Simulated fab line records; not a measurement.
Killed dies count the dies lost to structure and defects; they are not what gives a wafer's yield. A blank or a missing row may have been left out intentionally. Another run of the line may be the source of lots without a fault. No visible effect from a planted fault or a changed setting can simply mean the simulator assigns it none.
Split-lot experiment    flow n5Finfet    21 wafers read from 7 lots, route of 1938 steps

== THE SPLIT ==
At N5_BEOL_M9_TRENCH_ETCH_37 (etches SiCOH lowk in C4F6/O2, target depth 151.43 nm, time 49 s), the setting timeS was moved away from the recipe's 49 s on 7 of the 21 wafers read, by -22.0% to +22.0%. The other wafers ran this setting at the recipe's value.

== FROM THE SPLIT TO THE READING: what the file shows between them, 11 steps ==
- N5_BEOL_M9_ETCH_41: etches SiCN in CH3F/O2, target depth 36.6 nm, time 70.1 s
- N5_BEOL_M9_STRIP_80: strips in N2/H2, time 10 s
- N5_BEOL_M9_OCD_MEAS_38
- N5_BEOL_M9_HM_STRIP_39: strips TiN in peroxide tin strip, target depth 25 nm, time 158 s
- N5_BEOL_M9_SRD_40: time 30 s
- N5_BEOL_M9_ECD_50: material Cu, target thk 318 nm
- N5_BEOL_M9_ANNEAL_51: time 90 s
- N5_BEOL_M9_CMP_52: polishes, stops on SiCOH lowk, t overpolish 7 s, target thk 140 nm
- N5_BEOL_M9_THK_MEAS_53: measures by xrf
- N5_BEOL_M9_PRE_CLEAN_55: time 15 s
- N5_BEOL_M9_DEP_56: deposits SiCN from 3MS/NH3, target thk 15 nm, time 26.5 s

== THE READING ==
M9_RS (ohm/sq), read at N5_BEOL_M9_RS_MEAS_57 with a four-point probe. On this fab line, fault-free wafers typically give 0.152 ohm/sq with a standard deviation of 0.0032 ohm/sq.

wafer   tool, chamber at the split  timeS as run, s  against the recipe  M9_RS, ohm/sq  against lot-mates on the recipe
L076.1  rieDiel-01, 1               49               recipe              0.149          -
L076.2  rieDiel-01, 2               49               recipe              0.150          -
L076.5  rieDiel-01, 2               49               recipe              0.147          -
L075.1  rieDiel-03, 2               49               recipe              0.157          -
L075.2  rieDiel-03, 1               58.92            +20.2%              0.123          -0.034
L075.4  rieDiel-03, 0               58.92            +20.2%              0.122          -0.035
L079.3  rieDiel-01, 0               49               recipe              0.151          -
L079.4  rieDiel-01, 2               49               recipe              0.150          -
L079.5  rieDiel-01, 0               38.24            -22.0%              0.210          +0.059
L080.2  rieDiel-01, 3               49               recipe              0.149          -
L080.3  rieDiel-01, 0               49               recipe              0.150          -
L080.5  rieDiel-01, 0               49               recipe              0.151          -
L089.2  rieDiel-03, 2               59.77            +22.0%              0.125          -0.030
L089.3  rieDiel-03, 3               49               recipe              0.154          -
L089.6  rieDiel-03, 2               49               recipe              0.156          -
L092.1  rieDiel-03, 0               49               recipe              0.153          -
L092.3  rieDiel-03, 1               49               recipe              0.151          -
L092.4  rieDiel-03, 3               49               recipe              0.153          -
L097.2  rieDiel-03, 0               56.97            +16.3%              0.127          no lot-mate on the recipe
L097.5  rieDiel-03, 0               56.97            +16.3%              0.127          no lot-mate on the recipe
L097.6  rieDiel-03, 2               56.97            +16.3%              0.132          no lot-mate on the recipe

FIT RESULTS
A straight line over all 21 wafers: M9_RS changes by -0.00171 ohm/sq for each +1% of timeS; r = -0.95; the points scatter about the line by 0.0059 ohm/sq.
The same after taking each lot's own level away (the mean of its wafers on the recipe; 18 wafers): -0.00193 ohm/sq for each +1%; r = -0.97; scatter 0.0051 ohm/sq.
According to that fit, moving timeS by its largest amount changes the reading by 0.042 ohm/sq.
From 0.1487 to 0.1570 ohm/sq: that is the span of the lots' own levels, equal to 2.6 times the standard deviation above.
So the slope is not independent of the lot-to-lot level: the two fits are not the same.
Check: with one of the wafers moved furthest among these (+22.0%) left out of the fit, the line predicts -0.0445 ohm/sq for it against its lot-mates. Against them it came out at -0.03 ohm/sq.

== THE WHOLE CHAIN: every reading that the file lists as answering this split, in the file's order ==
step                       what it does                                                        reading                                                                          change (the file's fit)                 r (the file's)
N5_BEOL_M9_TRENCH_ETCH_37  etches SiCOH lowk in C4F6/O2, target depth 151.43 nm, time 49 s     etch.depthNm (the simulator's own value, which no gauge read)                    +1.54 nm for each +1% of the setting    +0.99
N5_BEOL_M9_TRENCH_ETCH_37  etches SiCOH lowk in C4F6/O2, target depth 151.43 nm, time 49 s     BEOL_M9.featureDepthNm (the simulator's own value, which no gauge read)          +1.54 nm for each +1% of the setting    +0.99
N5_BEOL_M9_TRENCH_ETCH_37  etches SiCOH lowk in C4F6/O2, target depth 151.43 nm, time 49 s     TiN_of_BEOL_M9_HM_DEP_02.thkNm (the simulator's own value, which no gauge read)  -0.0528 nm for each +1% of the setting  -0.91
N5_BEOL_M9_OCD_MEAS_38                                                                         trenchDepthNm                                                                    +1.54 nm for each +1% of the setting    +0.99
N5_BEOL_M9_CMP_52          polishes, stops on SiCOH lowk, t overpolish 7 s, target thk 140 nm  Cu_of_BEOL_M9_ECD_50.thkNm (the simulator's own value, which no gauge read)      +1.54 nm for each +1% of the setting    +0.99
N5_BEOL_M9_THK_MEAS_53     measures by xrf                                                     M9_THK                                                                           +1.59 for each +1% of the setting       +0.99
N5_BEOL_M9_RS_MEAS_57      measures by four-point-probe                                        M9_RS                                                                            -0.00193 for each +1% of the setting    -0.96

== THE FILE'S OWN FIT ==
M9_RS changes by -0.00193 ohm/sq for each +1% of timeS, r = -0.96.
